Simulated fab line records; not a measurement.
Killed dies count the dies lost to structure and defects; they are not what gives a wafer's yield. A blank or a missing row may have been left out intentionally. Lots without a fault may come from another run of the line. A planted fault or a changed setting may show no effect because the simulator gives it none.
Struck lot and sound lot, side by side	flow n5_finfet	14 steps out of a route of 1938
Sound: wafers L913.1, L913.3, L913.4. Wafers L920.1, L920.2, L920.4 were the ones struck. The cause is named last.
Each step with rows lists, per side, the tool, then ch with its chambers, then its first start. Under that, the readings that differ: sound wafers	struck wafers	difference of the means	sigmas: that difference in standard deviations of wafers without a fault.
alike: words and numbers the same on both sides, and readings whose means are apart by under 2 such deviations; not compared: readings that were withheld, readings missing a value for some wafer, numbers with overlapping values and no deviation given by the record, and bounds like >300 which may hide the same value.
Wherever a step has rows on one side only, a row that says differs or no value, or a row with sigmas, the two part there. When numbers do not overlap yet have no deviation, they are printed without sigmas and do not part them. Lack of a reading on every wafer of one side parts them only where that side has two or more wafers.

first, 1 step without rows for these wafers: N5_BEOL_M10_STRIP_68 (strips in N2/H2).
N5_BEOL_M10_STRIP_67: strips in CF4.
  sound on rie_diel-02 ch 0,2,3, day 11 05:11; struck on rie_diel-05 ch 0,2,3, day 12 17:45
  alike: drypump_motor_current_A, oes_product_au, power_w, rf_vpp_V, showerhead_plenum_p_Torr, throttle_valve_pct
  not compared: rf_hours_counter_h
N5_BEOL_M10_HM_OPEN_17: chemistry Cl2/BCl3, target TiN, target depth 20 nm, overetch 6 nm.
  sound on rie_metal-01 ch 0,1, day 11 05:14; struck on rie_metal-03 ch 1, day 12 17:47
  alike: drypump_motor_current_A, oes_product_au, throttle_valve_pct
  not compared: rf_hours_counter_h
N5_BEOL_M10_STRIP_19: strips in O2.
  sound on rie_diel-05 ch 1,2,3, day 11 05:31; struck on rie_diel-05 ch 0,2,3, day 12 17:59
  alike: drypump_motor_current_A, oes_product_au, rf_vpp_V, showerhead_plenum_p_Torr, throttle_valve_pct
  not compared: rf_hours_counter_h
N5_BEOL_M10_CD_MEAS_18: pitch 140 nm, target cd 70 nm.
  sound: cd_sem-03 at day 11 05:35; struck: cd_sem-01 at day 12 18:04
  alike: cd_nm
then, 7 steps without rows for these wafers: N5_BEOL_M10_COAT_63 (time 60 s, resist thk 100 nm); N5_BEOL_M10_COAT_64 (time 60 s, resist thk 30 nm); N5_BEOL_M10_COAT_22 (resist thk 90 nm); N5_BEOL_M10_EBR_24; N5_BEOL_M10_SOFTBAKE_23 (time 60 s); N5_BEOL_M10_EXPOSE_25 (exposes mask V9); N5_BEOL_M10_PEB_26 (peb time 60 s).
N5_BEOL_M10_DEVELOP_27: develop time 30 s.
  struck on litho_track-02, day 12 18:47; sound on litho_track-04 ch 0, day 11 08:25
  no value came back on the struck wafers for chill_plate_temp_C (C), develop_time_s (s), developer_temp_C (C); on the sound wafers chill_plate_temp_C (C) reads 23.04 23.01 22.97
reading	sound	struck	difference	sigmas
model.CAR-ArF_of_BEOL_M10_COAT_22.thk_nm (nm)	88.4 88.4 88.6	90.4 90.4 90.6	+2.0	
N5_BEOL_M10_CD_MEAS_28: target cd 70 nm.
  sound on cd_sem-02 ch 0, day 11 08:28; struck on cd_sem-02 ch 0, day 12 18:51
reading	sound	struck	difference	sigmas
cd_nm (nm)	69.6 70.3 69.0	- - -	no value on the struck wafers	

WHERE THEY PART
At N5_BEOL_M10_DEVELOP_27 first; at N5_BEOL_M10_CD_MEAS_28 last (within this record only).

WHY: the cause the simulator had injected
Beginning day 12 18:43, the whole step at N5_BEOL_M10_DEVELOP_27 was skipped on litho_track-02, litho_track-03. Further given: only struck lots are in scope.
